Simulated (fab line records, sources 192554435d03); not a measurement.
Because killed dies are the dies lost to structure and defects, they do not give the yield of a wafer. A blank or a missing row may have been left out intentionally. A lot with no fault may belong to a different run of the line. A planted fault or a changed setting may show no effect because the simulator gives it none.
A lot that was struck, set against a sound lot    flow n5 finfet    34 steps out of a route of 1938
Sound: the wafers L233.1, L233.3, L233.6. Wafers struck: L243.2, L243.3, L243.4. The cause is named last.
Each step with rows lists, per side, the tool, then ch with its chambers, then its first start. Under that, the readings that differ: sound wafers    struck wafers    difference of the means    sigmas: that difference in standard deviations of wafers without a fault.
alike: a reading whose means differ by less than 2 such deviations, as well as words and numbers matching on both sides. not compared: withheld readings; readings where some wafer has no value; bounds like >300 that might hide an equal value; numbers whose values overlap and for which the record gives no deviation.
The two part at a step that has a row with sigmas, a row that says differs or no value, or rows on one side only. Numbers that have no deviation but don't overlap get no sigmas and don't part them. Lack of a reading on every wafer of one side parts them only where that side has two or more wafers.

first, 9 steps without rows for these wafers: N5_BEOL_M10_EBR_24; N5_BEOL_M10_SOFTBAKE_23 (time 60 s); N5_BEOL_M10_EXPOSE_25 (exposes mask V9); N5_BEOL_M10_PEB_26 (peb time 60 s); N5_BEOL_M10_DEVELOP_27 (develop time 30 s); N5_BEOL_M10_DESCUM_33 (chemistry O2, time 7.9 s); N5_BEOL_M10_ETCH_65 (etches SiARC in CF4, target depth 39 nm, time 65 s); N5_BEOL_M10_ETCH_66 (etches SOC in N2/H2, target depth 120 nm, overetch 24 nm, time 180 s); N5_BEOL_M10_STRIP_69 (strips in N2/H2).
N5_BEOL_M10_VIA_ETCH_34: etches SiCOH lowk in C4F6/O2, target depth 184.5 nm, time 69.2 s.
  sound on rie diel-02 ch 2,3, day 11 17:34; struck on rie diel-02 ch 0,1,2, day 14 03:49
  alike: O2_flow_sccm, bias w, drypump motor current A, oes_ar_750_au, oes product au, rf vpp V, showerhead plenum p Torr, throttle valve pct
  not compared: rf hours counter h
then, 23 steps without rows for these wafers: N5_BEOL_M10_STRIP_73 (strips in C4F6/O2); N5_BEOL_M10_STRIP_36 (strips in N2/H2); N5_BEOL_M10_TRENCH_ETCH_37 (etches SiCOH lowk in C4F6/O2, target depth 148.83 nm, time 48 s); N5_BEOL_M10_ETCH_41 (etches SiCN in CH3F/O2, target depth 42.6 nm, time 86 s); N5_BEOL_M10_STRIP_77 (strips in N2/H2, time 10 s); N5_BEOL_M10_HM_STRIP_39 (strips TiN in peroxide tin strip, target depth 25 nm, time 158 s); N5_BEOL_M10_SRD_40 (time 30 s); N5_BEOL_M10_PRECLEAN_42 (cleans in residue remover, time 60 s); N5_BEOL_M10_SRD_43 (time 30 s); N5_BEOL_M10_CURE_72 (cures SiCOH lowk, time 120 s); N5_BEOL_M10_DEGAS_44 (time 60 s); N5_BEOL_M10_PRE_CLEAN_45 (time 30 s); N5_BEOL_M10_ALD_74 (deposits TaN, target thk 2 nm, pulse time 2 s, purge time 3 s); N5_BEOL_M10_SURFACE_TREAT_76; N5_BEOL_M10_CVD_75 (deposits Co from CCTBA/H2, target thk 2 nm, time 138.9 s); N5_BEOL_M10_SPUTTER_48 (material Cu, target thk 12 nm, time 2 s); N5_BEOL_M10_ECD_50 (material Cu, target thk 318 nm); N5_BEOL_M10_ANNEAL_51 (time 90 s); N5_BEOL_M10_CMP_52 (polishes, stops on SiCOH lowk, t overpolish 7 s, target thk 140 nm); N5_BEOL_M10_PRE_CLEAN_55 (time 15 s); N5_BEOL_M10_DEP_56 (deposits SiCN from 3MS/NH3, target thk 15 nm, time 26.5 s); N5_BEOL_M11_ILD_DEP_00 (deposits SiCOH lowk from DEMS/porogen, target thk 308.51 nm, time 58 s); N5_BEOL_M11_CURE_71 (cures SiCOH lowk, time 240 s).
N5_PASSIVATION_PROBE_49:
  sound on prober-01 at day 13 18:17; struck on prober-02 at day 16 02:27
reading                   sound           struck          difference  sigmas
defect limited yield (%)  91.0 92.3 91.4  84.2 85.2 84.3  -7.0        -5
killed_at_M4_up           19 12 12        93 61 90        +67         +12
killed dies               106 91 102      186 175 185     +82         +5
sort_bin_5_function (%)   5.8 5.3 4.7     10.2 9.7 11.0   +5.0        +5
sort n pass               1074 1089 1078  994 1005 995    -82         -5
sort yield pct (%)        91.0 92.3 91.4  84.2 85.2 84.3  -7.0        -4
  alike: killed_at_M0_to_M3, killed at contacts, killed at front end, killed at other, killed open, killed short, sort_bin_4_leakage, sort_bin_6_memory

WHERE THEY PART
At N5_PASSIVATION_PROBE_49 and nowhere else, as far as this record goes.

WHY: what had been put in by the simulator
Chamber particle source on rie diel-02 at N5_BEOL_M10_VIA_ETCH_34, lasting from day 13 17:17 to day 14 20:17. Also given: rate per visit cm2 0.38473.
